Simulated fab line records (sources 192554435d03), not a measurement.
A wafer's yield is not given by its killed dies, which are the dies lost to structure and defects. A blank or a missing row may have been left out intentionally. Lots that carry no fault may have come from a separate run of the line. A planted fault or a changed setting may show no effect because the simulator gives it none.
fab line records    flow n5_finfet
[record] lots = 5  wafers = 15  last_day = 18
route steps=1938 shown BEOL_M6@1212 PASSIVATION@1936
lots untouched by any fault: they come from a run of this same line in which no faults occurred
start_h: hours from the record's opening day to when the first of the lot's shown wafers began    wait_h: hours since the lot's step before    " repeats the value in the row above    L1.1+2: several wafers, shown together as one row    - value missing, or start not given    * or withheld: withheld    < > ~ a bound
route shown NAME@n: names a module that has steps shown in the file, with the first one's number in the route    usual: mean/standard deviation of fault-free wafers    same: alike in all rows    chamber/n: place in a boat    sites: readings site by site    _std_site: how widely they spread, as a standard deviation    _edge_site: the outer-site mean with the inner-site mean subtracted    radius_mm: for every site, how far away it sits from the centre of the wafer    mask NAME#n: copy n    behind: the most recent tool/chamber to have shaped the wafer    hold: why the lot went on hold/how many hours it stayed there/how the hold came to an end    device: which transistor (n, p or np) failed to switch    end of line: the same wafers' tests at the end of the route    a step given without rows: its recipe and nothing more    killed: not the wafer's yield, but the dies lost to structure and defects at the first sort    map: dies across one wafer; x = killed, . = not, _ = none there
set.NAME: the run value of the setting; set.NAME@STEP: its run value at that earlier step    model.NAME: the simulator's own value behind a step, which no gauge read
lots seen at some steps along the route; tables by step, rows by wafer
services: the hour from which a tool's chamber was out of use, counted from the record's first day as start_h (under 0 if before that day), plus the number of hours and why
[[steps]]
[step N5_BEOL_M6_ETCH_62]
[recipe] chemistry = N2/H2  target = SOC  target_depth_a = 1100  overetch_a = 220  mask_material = SiARC  temp_c = 40  time_s = 165  ion_energy_ev = 200  pressure_mtorr = 30  source_w = 840  bias_w = 150  n2_flow_sccm = 200  h2_flow_sccm = 200
[usual] drypump_motor_current_A = 5.7/0.37  oes_product_au = 0.70/0.05  rf_vpp_V = 524/3.5  showerhead_plenum_p_Torr = 2.55/0.12  throttle_valve_pct = 17.81/0.25
lot.wafer  tool         chamber  start_h  wait_h  drypump_motor_current_A  oes_product_au  rf_hours_counter_h  rf_vpp_V  showerhead_plenum_p_Torr  throttle_valve_pct
L397.2     rie_diel-05  0        223.58   0.0     5.6                      0.66            130                 520       2.36                      18.25
L397.4     "            1        "        "       5.6                      0.75            -                   523       2.49                      17.76
L397.6     "            0        "        "       5.6                      0.66            -                   517       2.36                      18.24
L404.1     rie_diel-01  3        256.94   0.0     6.4                      0.71            57                  529       2.68                      17.90
L404.3     "            0        "        "       5.7                      0.72            48                  523       2.48                      17.80
L404.5     "            2        "        "       5.1                      0.75            -                   521       2.47                      17.33
L411.3     rie_diel-05  2        305.79   0.0     5.6                      0.68            99                  527       2.65                      17.68
L411.4     "            3        "        "       5.5                      0.75            25                  526       2.61                      17.78
L411.6     "            3        "        "       5.5                      0.74            -                   527       2.61                      17.78
L413.2     rie_diel-03  0        310.80   0.0     5.7                      0.74            45                  527       2.70                      17.57
L413.3     "            3        "        "       6.4                      0.58            234                 522       2.49                      17.57
L413.5     "            0        "        "       5.6                      0.73            -                   527       2.70                      17.57
L417.1     rie_diel-03  2        334.58   0.0     5.7                      0.76            28                  529       2.72                      17.78
L417.2     "            3        "        "       6.4                      0.57            244                 523       2.48                      17.61
L417.6     "            3        "        "       6.5                      0.57            -                   523       2.48                      17.59
[step N5_BEOL_M6_STRIP_68]
[recipe] chemistry = N2/H2  temp_c = 40  n2_flow_sccm = 200  h2_flow_sccm = 200  rf_frequency_hz = 6e+07
[step N5_BEOL_M6_STRIP_67]
[recipe] chemistry = CF4  resist = SiARC  power_w = 300  bias_power_w = 75  pressure_mtorr = 50  cf4_flow_sccm = 150  rf_frequency_hz = 6e+07
[step N5_BEOL_M6_HM_OPEN_17]
[recipe] chemistry = Cl2/BCl3  target_depth_a = 200  overetch_a = 60  target = TiN  mask_material = SOC  ion_energy_ev = 150  pressure_mtorr = 10  icp_w = 1000  bias_w = 126  Cl2_flow_sccm = 53.25  bcl3_flow_sccm = 21.75  Ar_flow_sccm = 25
[usual] drypump_motor_current_A = 5.5/0.36  mfc_ar_sccm = 25.02/0.074  oes_product_au = 0.60/0.078  throttle_valve_pct = 22.30/0.28
lot.wafer  tool          chamber  start_h  wait_h  drypump_motor_current_A  mfc_ar_sccm  oes_product_au  rf_hours_counter_h  throttle_valve_pct
L397.2     rie_metal-01  0        223.77   0.0     5.6                      25.06        0.55            89                  22.34
L397.4     "             0        "        "       5.6                      25.05        0.56            -                   22.30
L397.6     "             0        "        "       5.6                      24.98        0.56            -                   22.31
L404.1     rie_metal-02  0        257.13   0.0     6.0                      24.97        0.56            108                 22.97
L404.3     "             1        "        "       5.1                      24.93        0.58            -                   22.11
L404.5     "             1        "        "       5.1                      25.13        0.57            -                   22.12
L411.3     rie_metal-01  1        306.01   0.1     5.3                      25.14        0.59            -                   21.99
L411.4     "             0        "        "       5.6                      25.12        0.55            -                   22.33
L411.6     "             1        "        "       5.3                      25.04        0.59            -                   22.02
L413.2     rie_metal-01  1        310.98   0.0     5.3                      25.12        0.59            71                  22.01
L413.3     "             0        "        "       5.6                      24.87        0.55            -                   22.32
L413.5     "             0        "        "       5.6                      24.92        0.55            -                   22.31
L417.1     rie_metal-02  0        334.77   0.0     6.0                      25.08        0.83            1                   22.33
L417.2     "             1        "        "       5.1                      25.03        0.56            102                 22.15
L417.6     "             1        "        "       5.1                      24.93        0.57            -                   22.14
[step N5_BEOL_M6_STRIP_19]
[recipe] chemistry = O2  power_w = 400  temp_c = 40  pressure_mtorr = 30  rf_frequency_hz = 6e+07  bias_power_w = 0  overash_fraction = 0.2  o2_flow_sccm = 225
[step N5_BEOL_M6_CD_MEAS_18]
[recipe] pitch_nm = 80  target_cd_nm = 40
[usual] cd_nm = 39.9/0.66
lot.wafer  tool       chamber  start_h  wait_h  cd_nm
L397.2     cd_sem-03  -        223.95   0.1     39.9
L397.4     "          -        "        "       40.0
L397.6     "          -        "        "       40.3
L404.1     cd_sem-03  -        257.49   0.0     38.9
L404.3     "          -        "        "       39.4
L404.5     "          -        "        "       39.1
L411.3     cd_sem-03  -        306.16   0.1     38.9
L411.4     "          -        "        "       39.3
L411.6     "          -        "        "       39.5
L413.2     cd_sem-02  -        311.96   0.1     39.8
L413.3     "          -        "        "       40.9
L413.5     "          -        "        "       40.2
L417.1     cd_sem-02  -        335.03   0.0     38.9
L417.2     "          -        "        "       38.6
L417.6     "          -        "        "       39.7
[step N5_BEOL_M6_COAT_63]
[recipe] resist = SOC  temp_c = 250  time_s = 60  spin_rpm = 1500  resist_thk_nm = 60
[step N5_BEOL_M6_COAT_64]
[recipe] resist = SiARC  temp_c = 220  time_s = 60  spin_rpm = 1500  resist_thk_nm = 12
[step N5_BEOL_M6_COAT_71]
[recipe] resist = underlayer  temp_c = 205  time_s = 60  spin_rpm = 1500  resist_thk_nm = 5
[step N5_BEOL_M6_COAT_22]
[recipe] resist = CAR-EUV  spin_rpm = 1500  resist_thk_nm = 30
[step N5_BEOL_M6_EBR_24]
[recipe] solvent = PGMEA  ebr_width_mm = 1.5
[step N5_BEOL_M6_SOFTBAKE_23]
[recipe] temp_c = 110  time_s = 60  resist = CAR-EUV
[step N5_BEOL_M6_EXPOSE_25]
[recipe] mask_id = V5  na = 0.33  source_shape = annular  sigma_inner = 0.4  sigma_outer = 0.8  polarization = unpolarized  target_cd_nm = 40  dose_mj = 45
[usual] exposure_dose_mJ_cm2 = 44.97/0.042
lot.wafer  tool            chamber  start_h  wait_h  mask  exposure_dose_mJ_cm2
L397.2     euv_scanner-01  0        224.33   -       V5#0  44.88
L397.4     "               0        "        "       V5#0  45.04
L397.6     "               0        "        "       V5#0  45.03
L404.1     euv_scanner-01  0        257.68   -       V5#0  44.01
L404.3     "               0        "        "       V5#0  44.04
L404.5     "               0        "        "       V5#0  44.03
L411.3     euv_scanner-02  0        306.74   -       V5#0  44.87
L411.4     "               0        "        "       V5#0  44.93
L411.6     "               0        "        "       V5#0  44.96
L413.2     euv_scanner-02  0        314.30   -       V5#0  45.00
L413.3     "               0        "        "       V5#0  44.99
L413.5     "               0        "        "       V5#0  45.06
L417.1     euv_scanner-02  0        335.33   -       V5#0  44.93
L417.2     "               0        "        "       V5#0  44.96
L417.6     "               0        "        "       V5#0  44.94
[step N5_BEOL_M6_PEB_26]
[recipe] peb_temp_c = 100  peb_time_s = 60  resist = CAR-EUV
[step N5_BEOL_M6_DEVELOP_27]
[recipe] develop_time_s = 30  developer = TMAH  resist = CAR-EUV  rinse_liquid = surfactant_rinse  dry = air_spin  dev_temp_c = 23
[step N5_BEOL_M6_CD_MEAS_28]
[recipe] target_cd_nm = 40  landing_energy_ev = 500  detector = se_inlens
[usual] cd_nm = 40.03/0.23
lot.wafer  tool       chamber  start_h  wait_h  cd_nm
L397.2     cd_sem-01  0        224.46   -       39.84
L397.4     "          0        "        "       40.00
L397.6     "          0        "        "       39.85
L404.1     cd_sem-01  0        257.81   -       42.67
L404.3     "          0        "        "       41.46
L404.5     "          0        "        "       41.89
L411.3     cd_sem-01  0        306.86   -       39.76
L411.4     "          0        "        "       39.86
L411.6     "          0        "        "       39.86
L413.2     cd_sem-03  0        314.43   -       39.93
L413.3     "          0        "        "       40.42
L413.5     "          0        "        "       40.21
L417.1     cd_sem-02  0        335.47   -       40.02
L417.2     "          0        "        "       40.04
L417.6     "          0        "        "       39.81
[step N5_BEOL_M6_OVL_MEAS_29]
[recipe] points_per_wafer = 522
[usual] V5_OVL = 0.0/0.63
lot.wafer  tool        chamber  start_h  wait_h  V5_OVL[nm]
L397.2     overlay-01  0        224.49   0.0     -0.7
L397.4     "           0        "        "       -1.1
L397.6     "           0        "        "       -0.5
L404.1     overlay-02  0        257.84   0.0     1.6
L404.3     "           0        "        "       0.9
L404.5     "           0        "        "       0.9
L411.3     overlay-01  0        306.90   0.0     -0.5
L411.4     "           0        "        "       0.2
L411.6     "           0        "        "       0.5
L413.2     overlay-02  0        314.47   0.0     0.6
L413.3     "           0        "        "       0.8
L413.5     "           0        "        "       0.6
L417.1     overlay-02  0        335.50   0.0     0.7
L417.2     "           0        "        "       0.2
L417.6     "           0        "        "       -0.4
[step N5_BEOL_M6_INSPECT_30]
[recipe] mode = adi  inspect_instrument = brightfield
[usual] raw_defect_count = 409/89
lot.wafer  tool               chamber  start_h  wait_h  raw_defect_count
L397.2     defect_inspect-01  -        224.55   0.0     349
L397.4     "                  -        "        "       296
L397.6     "                  -        "        "       363
L404.1     defect_inspect-02  -        257.90   0.1     313
L404.3     "                  -        "        "       463
L404.5     "                  -        "        "       450
L411.3     defect_inspect-02  -        306.95   0.0     349
L411.4     "                  -        "        "       258
L411.6     "                  -        "        "       507
L413.2     defect_inspect-01  -        314.52   0.0     300
L413.3     "                  -        "        "       255
L413.5     "                  -        "        "       295
L417.1     defect_inspect-02  -        335.55   0.1     364
L417.2     "                  -        "        "       518
L417.6     "                  -        "        "       297
[step N5_BEOL_M6_DESCUM_33]
[recipe] chemistry = O2  time_s = 7  source_power_w = 50  bias_power_w = 20  pressure_mtorr = 20  rf_frequency_hz = 2.712e+07  temp_c = 40  resist = CAR-EUV  o2_flow_sccm = 225
[usual] drypump_motor_current_A = 5.7/0.33  oes_product_au = 0.83/0.064  rf_vpp_V = 243.4/1.7  showerhead_plenum_p_Torr = 2.11/0.1  throttle_valve_pct = 20.43/0.22
lot.wafer  tool         chamber  start_h  wait_h  drypump_motor_current_A  oes_product_au  rf_hours_counter_h  rf_vpp_V  showerhead_plenum_p_Torr  throttle_valve_pct  model.BEOL_M6.cd_nm
L397.2     rie_diel-05  1        224.63   0.1     5.6                      0.88            29                  242.1     2.04                      20.24               40.2
L397.4     "            0        "        "       5.5                      0.77            -                   240.8     1.94                      20.82               40.2
L397.6     "            2        "        "       5.6                      0.82            -                   244.5     2.22                      20.44               40.4
L404.1     rie_diel-05  1        259.36   1.5     5.5                      0.86            43                  241.9     2.03                      20.25               43
L404.3     "            2        "        "       5.6                      0.81            87                  243.5     2.22                      20.48               41.4
L404.5     "            2        "        "       5.7                      0.81            -                   245.1     2.22                      20.47               42.2
L411.3     rie_diel-05  0        307.41   0.5     5.5                      0.75            157                 241.2     1.93                      20.87               40
L411.4     "            3        "        "       5.5                      0.89            25                  243.0     2.13                      20.45               40
L411.6     "            2        "        "       5.6                      0.79            -                   245.2     2.21                      20.49               40
L413.2     rie_diel-01  0        314.55   0.0     5.7                      0.81            70                  242.5     2.02                      20.33               40
L413.3     "            1        "        "       5.8                      0.82            107                 242.2     2.04                      20.49               40.4
L413.5     "            0        "        "       5.7                      0.82            -                   241.6     2.02                      20.34               40.2
L417.1     rie_diel-05  2        336.03   0.5     5.7                      0.79            111                 245.2     2.21                      20.52               40
L417.2     "            3        "        "       5.5                      0.86            36                  243.4     2.13                      20.45               40
L417.6     "            1        "        "       5.6                      0.82            -                   241.0     2.03                      20.31               40.2
[step N5_BEOL_M6_ETCH_72]
[recipe] chemistry = N2/H2  target = underlayer  target_depth_a = 65  mask_material = CAR-EUV  time_s = 5.2  ion_energy_ev = 200  pressure_mtorr = 30  source_w = 840  bias_w = 150  n2_flow_sccm = 200  h2_flow_sccm = 200  ends = cleared
[usual] drypump_motor_current_A = 5.7/0.33  etch_rf_on_time_s = 5.20/0.15  oes_product_au = 0.71/0.055  rf_vpp_V = 524/3.5  showerhead_plenum_p_Torr = 2.57/0.12  throttle_valve_pct = 17.84/0.24
lot.wafer  tool         chamber  start_h  wait_h  drypump_motor_current_A  etch_rf_on_time_s  oes_product_au  rf_hours_counter_h  rf_vpp_V  showerhead_plenum_p_Torr  throttle_valve_pct
L397.2     rie_diel-05  1        224.66   0.0     5.6                      5.34               0.75            29                  522       2.49                      17.79
L397.4     "            0        "        "       5.5                      5.31               0.66            -                   519       2.36                      18.27
L397.6     "            2        "        "       5.6                      5.29               0.70            -                   530       2.66                      17.65
L404.1     rie_diel-05  1        259.40   0.0     5.6                      5.33               0.74            43                  524       2.49                      17.82
L404.3     "            2        "        "       5.7                      5.29               0.68            87                  529       2.66                      17.69
L404.5     "            2        "        "       5.7                      5.32               0.69            -                   528       2.66                      17.67
L411.3     rie_diel-05  0        307.45   0.0     5.6                      5.25               0.63            157                 519       2.35                      18.32
L411.4     "            3        "        "       5.5                      4.99               0.77            25                  525       2.61                      17.83
L411.6     "            2        "        "       5.6                      5.32               0.67            -                   529       2.65                      17.72
L413.2     rie_diel-01  0        314.59   0.0     5.6                      5.32               0.69            70                  522       2.48                      17.86
L413.3     "            1        "        "       5.9                      4.98               0.72            107                 520       2.47                      17.97
L413.5     "            0        "        "       5.6                      5.32               0.69            -                   520       2.47                      17.87
L417.1     rie_diel-05  2        336.06   0.0     5.7                      5.30               0.66            111                 527       2.65                      17.76
L417.2     "            3        "        "       5.5                      5.02               0.74            36                  524       2.60                      17.78
L417.6     "            1        "        "       5.6                      5.32               0.69            -                   522       2.48                      17.88
[step N5_BEOL_M6_ETCH_65]
[recipe] chemistry = CF4  target = SiARC  target_depth_a = 156  mask_material = CAR-EUV  time_s = 26  ion_energy_ev = 80  pressure_mtorr = 40  source_w = 545  bias_w = 36  Ar_flow_sccm = 100  cf4_flow_sccm = 100  ends = cleared
[usual] drypump_motor_current_A = 5.7/0.33  etch_rf_on_time_s = 26.0/0.7  mfc_ar_sccm = 100.04/0.29  oes_product_au = 0.71/0.054  rf_vpp_V = 184.4/1.5  showerhead_plenum_p_Torr = 2.16/0.099  throttle_valve_pct = 15.57/0.17
lot.wafer  tool         chamber  start_h  wait_h  drypump_motor_current_A  etch_rf_on_time_s  mfc_ar_sccm  oes_product_au  rf_hours_counter_h  rf_vpp_V  showerhead_plenum_p_Torr  throttle_valve_pct
L397.2     rie_diel-05  1        224.68   0.0     5.6                      26.1               99.94        0.74            29                  183.3     2.11                      15.50
L397.4     "            0        "        "       5.6                      25.9               100.16       0.66            -                   182.2     1.97                      15.90
L397.6     "            2        "        "       5.6                      26.3               99.75        0.71            -                   185.6     2.25                      15.49
L404.1     rie_diel-05  1        259.41   0.0     5.5                      26.7               100.34       0.73            43                  183.6     2.10                      15.51
L404.3     "            2        "        "       5.7                      26.9               99.85        0.69            87                  187.2     2.24                      15.51
L404.5     "            2        "        "       5.7                      26.9               99.95        0.68            -                   184.5     2.24                      15.53
L411.3     rie_diel-05  0        307.47   0.0     5.5                      26.5               100.11       0.63            157                 182.1     1.96                      15.91
L411.4     "            3        "        "       5.5                      25.1               100.32       0.77            25                  184.7     2.19                      15.61
L411.6     "            2        "        "       5.6                      26.8               100.49       0.68            -                   186.9     2.24                      15.54
L413.2     rie_diel-01  0        314.61   0.0     5.6                      26.3               100.68       0.69            70                  184.7     2.08                      15.57
L413.3     "            1        "        "       5.8                      24.9               100.48       0.72            107                 182.7     2.08                      15.52
L413.5     "            0        "        "       5.6                      26.3               100.06       0.70            -                   183.3     2.08                      15.59
L417.1     rie_diel-05  2        336.08   0.0     5.6                      26.7               99.96        0.66            111                 186.3     2.24                      15.58
L417.2     "            3        "        "       5.5                      25.2               100.11       0.75            36                  185.4     2.19                      15.61
L417.6     "            1        "        "       5.6                      26.4               99.85        0.70            -                   183.1     2.10                      15.56
[step N5_BEOL_M6_ETCH_66]
[recipe] chemistry = N2/H2  target = SOC  target_depth_a = 800  overetch_a = 160  mask_material = SiARC  temp_c = 40  time_s = 120  ion_energy_ev = 200  pressure_mtorr = 30  source_w = 840  bias_w = 150  n2_flow_sccm = 200  h2_flow_sccm = 200
[usual] drypump_motor_current_A = 5.7/0.33  oes_product_au = 0.64/0.048  rf_vpp_V = 524/3.4  showerhead_plenum_p_Torr = 2.57/0.12  throttle_valve_pct = 17.80/0.24
lot.wafer  tool         chamber  start_h  wait_h  drypump_motor_current_A  oes_product_au  rf_hours_counter_h  rf_vpp_V  showerhead_plenum_p_Torr  throttle_valve_pct
L397.2     rie_diel-05  1        224.71   0.0     5.6                      0.68            29                  523       2.49                      17.76
L397.4     "            0        "        "       5.5                      0.60            -                   519       2.36                      18.25
L397.6     "            2        "        "       5.7                      0.64            -                   528       2.66                      17.63
L404.1     rie_diel-05  1        259.44   0.0     5.6                      0.66            43                  523       2.49                      17.78
L404.3     "            2        "        "       5.6                      0.62            87                  528       2.66                      17.67
L404.5     "            2        "        "       5.6                      0.63            -                   527       2.66                      17.66
L411.3     rie_diel-05  0        307.49   0.0     5.6                      0.58            157                 517       2.35                      18.29
L411.4     "            3        "        "       5.5                      0.68            25                  525       2.61                      17.77
L411.6     "            2        "        "       5.6                      0.61            -                   527       2.65                      17.68
L413.2     rie_diel-01  0        314.63   0.0     5.6                      0.63            70                  522       2.47                      17.83
L413.3     "            1        "        "       5.8                      0.63            107                 522       2.48                      17.91
L413.5     "            0        "        "       5.6                      0.63            -                   522       2.48                      17.84
L417.1     rie_diel-05  2        336.11   0.0     5.7                      0.61            111                 527       2.64                      17.70
L417.2     "            3        "        "       5.5                      0.66            36                  527       2.60                      17.79
L417.6     "            1        "        "       5.6                      0.64            -                   523       2.48                      17.83
[step N5_BEOL_M6_STRIP_69]
[recipe] chemistry = N2/H2  temp_c = 40  n2_flow_sccm = 200  h2_flow_sccm = 200  rf_frequency_hz = 6e+07
[step N5_BEOL_M6_STRIP_73]
[recipe] chemistry = N2/H2  temp_c = 40  n2_flow_sccm = 200  h2_flow_sccm = 200  rf_frequency_hz = 6e+07
[step N5_BEOL_M6_VIA_ETCH_34]
[recipe] chemistry = C4F6/O2  target = SiCOH_lowk  target_depth_a = 1263  mask_material = SOC  taper_deg = 4  time_s = 50.9  ion_energy_ev = 250  pressure_mtorr = 30  source_w = 345  bias_w = 185  Ar_flow_sccm = 300  C4F6_flow_sccm = 10  O2_flow_sccm = 10
[usual] drypump_motor_current_A = 5.7/0.33  mfc_ar_sccm = 300.1/0.88  oes_product_au = 0.83/0.063  rf_vpp_V = 674/14  showerhead_plenum_p_Torr = 2.87/0.13  throttle_valve_pct = 20.87/0.21
lot.wafer  tool         chamber  start_h  wait_h  drypump_motor_current_A  mfc_ar_sccm  oes_product_au  rf_hours_counter_h  rf_vpp_V  showerhead_plenum_p_Torr  throttle_valve_pct  model.BEOL_M6.cd_nm
L397.2     rie_diel-05  1        224.81   0.0     5.5                      300.1        0.88            29                  653       2.81                      20.88               39.8
L397.4     "            0        "        "       5.5                      298.0        0.77            -                   652       2.63                      21.18               40.6
L397.6     "            2        "        "       5.6                      299.7        0.83            -                   681       2.98                      20.73               40.4
L404.1     rie_diel-05  1        259.54   0.0     5.6                      300.0        0.86            43                  655       2.80                      20.90               43.2
L404.3     "            2        "        "       5.7                      300.3        0.81            87                  680       2.97                      20.73               41.8
L404.5     "            2        "        "       5.6                      302.1        0.81            -                   680       2.97                      20.73               42.4
L411.3     rie_diel-05  0        307.59   0.0     5.5                      299.0        0.75            157                 651       2.61                      21.22               40
L411.4     "            3        "        "       5.5                      299.1        0.89            25                  677       2.91                      20.92               40
L411.6     "            2        "        "       5.6                      301.1        0.80            -                   680       2.96                      20.76               40
L413.2     rie_diel-01  0        314.73   0.0     5.6                      302.4        0.81            70                  671       2.77                      20.93               40.4
L413.3     "            1        "        "       5.9                      300.2        0.82            107                 658       2.76                      20.80               40.8
L413.5     "            0        "        "       5.6                      301.6        0.81            -                   670       2.77                      20.92               40.2
L417.1     rie_diel-05  2        336.21   0.0     5.7                      300.6        0.78            111                 681       2.96                      20.77               40
L417.2     "            3        "        "       5.5                      298.5        0.87            36                  675       2.90                      20.93               39.8
L417.6     "            1        "        "       5.6                      300.7        0.82            -                   653       2.79                      20.95               40
[step N5_BEOL_M6_STRIP_76]
[recipe] chemistry = C4F6/O2  resist = SiARC  rf_frequency_hz = 6e+07
[step N5_PASSIVATION_PROBE_49]
[usual] defect_limited_yield = 91.0/1.4  killed_at_M0_to_M3 = 33/11  killed_at_M4_up = 14/5  killed_at_contacts = 11/7.3  killed_at_front_end = 43/12  killed_at_other = 4/3.1  killed_dies = 106/17  killed_open = 69/13  killed_short = 34/8.7  sort_bin_5_function = 5.2/0.96  sort_bin_6_memory = 3.3/0.66  sort_bin_8_speed = 0.00/0.012  sort_n_pass = 1074/17  sort_yield_pct = 91.0/1.4
[same] gross_dies = 1180  killed_at_back_side = 0  sort_bin_4_leakage[%] = 0
lot.wafer  tool       chamber  start_h  wait_h  defect_limited_yield[%]  killed_at_M0_to_M3  killed_at_M4_up  killed_at_contacts  killed_at_front_end  killed_at_other  killed_dies  killed_open  killed_short  sort_bin_5_function[%]  sort_bin_6_memory[%]  sort_bin_8_speed[%]  sort_n_pass  sort_yield_pct[%]
L404.1     prober-02  -        346.06   0.0     91.1                     32                  16               18                  37                   2                105          68           31            4.4                     3.7                   0                    1075         91.1
L404.5     prober-02  -        346.26   0.2     90.2                     50                  6                9                   40                   11               116          65           46            5.1                     4.2                   0                    1064         90.2
L411.4     prober-02  -        407.28   0.2     88.5                     30                  25               31                  46                   4                136          99           36            6.0                     4.8                   0                    1044         88.5
L417.1     prober-01  -        438.18   0.0     92.5                     29                  11               11                  33                   4                88           50           32            4.2                     2.5                   0                    1092         92.5
// killed by level:class
L404.1 MOL_CONTACT_COAG:geometric_particle:open=11 STI_FIN_REVEAL:geometric_particle:open=11 FIN_SAQP:geometric_particle:open=7 BEOL_M4:geometric_particle:open=7 MOL_CONTACT_COAG:geometric_particle:short=7 BEOL_M0_SAQP:geometric_particle:short=7 BEOL_M0_SAQP:geometric_particle:open=6 GATE_CUT:geometric_particle:short=5
L404.5 BEOL_M0_SAQP:geometric_particle:open=15 BEOL_M0_SAQP:geometric_particle:short=14 STI_FIN_REVEAL:geometric_particle:open=9 BEOL_M3:geometric_particle:open=8 MOL_CONTACT_COAG:geometric_particle:open=5 BEOL_M1:geometric_particle:open=5 HKMG_FIN:area_etch=5 FIN_SAQP:geometric_particle:short=4
L411.4 MOL_CONTACT_COAG:geometric_particle:open=25 BEOL_M4:geometric_particle:open=17 STI_FIN_REVEAL:geometric_particle:open=15 BEOL_M0_SAQP:geometric_particle:open=12 FIN_SAQP:geometric_particle:short=6 MOL_CONTACT_COAG:geometric_particle:short=6 FIN_SAQP:geometric_particle:open=5 BEOL_M5:geometric_particle:open=4
L417.1 MOL_CONTACT_COAG:geometric_particle:open=9 FIN_SAQP:geometric_particle:short=8 BEOL_M1:geometric_particle:open=7 BEOL_M2:geometric_particle:open=7 FIN_SAQP:geometric_particle:open=6 HKMG_FIN:area_etch=5 BEOL_M4:geometric_particle:open=4 GATE_CUT:geometric_particle:short=4
[[services]]
tool            chamber  start_h  hours  kind
euv_scanner-02  -        200.16   3.8    repair
euv_scanner-01  -        204.83   5.8    pm
rie_diel-03     2        206.92   7.6    repair
rie_diel-05     3        208.59   -      clean
rie_diel-05     3        208.59   -      consumable_replace:focus_ring
rie_diel-05     3        208.59   21.5   scheduled_down
rie_diel-05     3        208.59   21.5   vent_cycle
euv_scanner-02  -        213.85   12.0   pm
euv_scanner-02  -        225.85   4.6    pm
euv_scanner-02  -        232.63   0.3    repair
rie_metal-01    -        245.07   1.4    pm
euv_scanner-01  -        251.03   1.0    pm
rie_diel-03     -        255.51   15.6   pm
euv_scanner-02  0        262.09   -      calibration
rie_diel-05     -        266.94   15.6   pm
euv_scanner-02  -        272.93   1.0    pm
euv_scanner-02  -        287.43   0.1    repair
rie_diel-01     -        288.94   2.8    pm
euv_scanner-01  -        289.81   2.1    repair
rie_diel-05     0        293.56   3.4    repair
euv_scanner-01  -        297.82   4.6    pm
euv_scanner-01  -        307.18   1.0    pm
euv_scanner-02  -        329.12   1.0    pm
euv_scanner-02  -        330.59   1.4    repair
[[key]]
[first_sign] step = N5_BEOL_M6_EXPOSE_25  reading = exposure_dose_mJ_cm2  direction = down  sigmas = 22  usual = 44.97  struck = 44.03
[effect] step = N5_BEOL_M6_CD_MEAS_28  reading = cd_nm  direction = up  sigmas = 8.7  usual = 40.03  struck = 42.01  through = control_loop
[model_effect] step = N5_BEOL_M6_DESCUM_33  value = BEOL_M6.cd_nm  without = 40  struck = 42.2
[model_effect] step = N5_BEOL_M6_VIA_ETCH_34  value = BEOL_M6.cd_nm  without = 40.33  struck = 42.47
met_at N5_BEOL_M6_EXPOSE_25
struck_wafers L404.1,L404.3,L404.5
[loop_trim] step = N5_BEOL_M6_EXPOSE_25  setting = dose  lots = L404
onset_between 224.33 257.68
[fault] kind = process_parameter_drift  tool = euv_scanner-01  chamber = -  onset_h = 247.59  steps = N5_BEOL_M6_EXPOSE_25  channel = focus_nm  offset = 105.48  spread_by_wafer = 0.3  shape = step
// loop_trim: a control loop set the setting to another value than it would have without faults
